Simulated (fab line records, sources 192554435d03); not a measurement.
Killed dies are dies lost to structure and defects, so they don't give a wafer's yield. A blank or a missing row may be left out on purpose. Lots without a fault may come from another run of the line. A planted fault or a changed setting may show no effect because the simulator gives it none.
Split-lot experiment | flow n5_finfet | 7 lots, 21 wafers read, on a route of 1938 steps

THE SPLIT
At N5_BEOL_M8_ETCH_65 (etches SiARC in CF4, target depth 15.6 nm, time 26 s), the setting source_w was moved away from the recipe's 545 W on 10 of the 21 wafers read, by -16.7% to +16.0%. The other wafers ran this setting at the recipe's value.

The reading is taken at the split's own step.

THE READING
rf_vpp_V, in V, at N5_BEOL_M8_ETCH_65 (etches SiARC in CF4, target depth 15.6 nm, time 26 s). Fault-free wafers of this fab line usually give 183.7 V, standard deviation 1.2 V.

wafer  | tool, chamber at the split | source_w as run, W | against the recipe | rf_vpp_V, V | against lot-mates on the recipe
L075.2 | rie_diel-06, 2             | 545                | recipe             | 182.7       | -
L075.4 | rie_diel-06, 3             | 545                | recipe             | 183.7       | -
L075.6 | rie_diel-06, 2             | 453.8              | -16.7%             | 194.5       | +11.3
L078.1 | rie_diel-06, 0             | 499.9              | -8.3%              | 189.0       | +6.7
L078.4 | rie_diel-06, 3             | 499.9              | -8.3%              | 189.0       | +6.7
L078.6 | rie_diel-06, 2             | 545                | recipe             | 182.3       | -
L082.2 | rie_diel-04, 1             | 632.1              | +16.0%             | 174.2       | -9.3
L082.3 | rie_diel-04, 3             | 545                | recipe             | 183.5       | -
L082.6 | rie_diel-04, 1             | 632.1              | +16.0%             | 174.6       | -8.9
L084.1 | rie_diel-03, 0             | 545                | recipe             | 184.7       | -
L084.2 | rie_diel-03, 2             | 545                | recipe             | 182.3       | -
L084.3 | rie_diel-03, 3             | 545                | recipe             | 185.0       | -
L087.4 | rie_diel-03, 2             | 593.9              | +9.0%              | 177.1       | -9.3
L087.5 | rie_diel-03, 2             | 593.9              | +9.0%              | 177.9       | -8.5
L087.6 | rie_diel-03, 3             | 545                | recipe             | 186.4       | -
L093.2 | rie_diel-06, 2             | 545                | recipe             | 187.0       | -
L093.4 | rie_diel-06, 0             | 485                | -11.0%             | 189.4       | +2.4
L093.5 | rie_diel-06, 0             | 485                | -11.0%             | 192.0       | +5.0
L096.1 | rie_diel-04, 1             | 545                | recipe             | 183.5       | -
L096.4 | rie_diel-04, 2             | 545                | recipe             | 183.2       | -
L096.5 | rie_diel-04, 3             | 518.2              | -4.9%              | 187.6       | +4.2

THE FIT
A straight line over all 21 wafers: rf_vpp_V changes by -0.625 V for each +1% of source_w; r = -0.97; the points scatter about the line by 1.3 V.
The same after taking each lot's own level away (the mean of its wafers on the recipe; 21 wafers): -0.632 V for each +1%; r = -0.95; scatter 1.7 V.
On that fit, the largest move of source_w shifts the reading by 11 V.
The lots' own levels span 182.30 to 187.00 V, that is 3.9 times the standard deviation above.
So the lot-to-lot level changes the slope little: the two slopes agree.
Check: with one of the wafers moved furthest among these (-16.7%) left out of the fit, the line predicts +9.94 V for it against its lot-mates. It came out at +11.3 V against them.
Tool readings at the split's step, against how far the setting was moved: etch_rf_on_time_s r = -0.98; rf_vpp_V r = -0.97.

OTHER SPLITS ON THESE WAFERS
These wafers also went through other splits before the reading. Each is held against what the fit with the lots' levels taken away leaves over:
other split on the same wafers | wafers away from the commonest value | r with rf_vpp_V (lot level and that fit taken away)
N5_BEOL_M6_COAT_60 spin_rpm    | 9                                    | -0.39
N5_BEOL_M7_DEP_56 time_s       | 5                                    | +0.06
N5_BEOL_M8_ILD_DEP_00 time_s   | 5                                    | +0.40
N5_BEOL_M8_EXPOSE_25 dose_mj   | 6                                    | +0.34

THE WHOLE CHAIN: every reading that the file lists as answering this split, in the file's order
step               | what it does                                         | reading           | change (the file's fit)              | r (the file's)
N5_BEOL_M8_ETCH_65 | etches SiARC in CF4, target depth 15.6 nm, time 26 s | etch_rf_on_time_s | withheld for each +1% of the setting | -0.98
N5_BEOL_M8_ETCH_65 | etches SiARC in CF4, target depth 15.6 nm, time 26 s | rf_vpp_V          | -0.641 V for each +1% of the setting | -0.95

THE FILE'S OWN FIT
rf_vpp_V changes by -0.641 V for each +1% of source_w, r = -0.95.
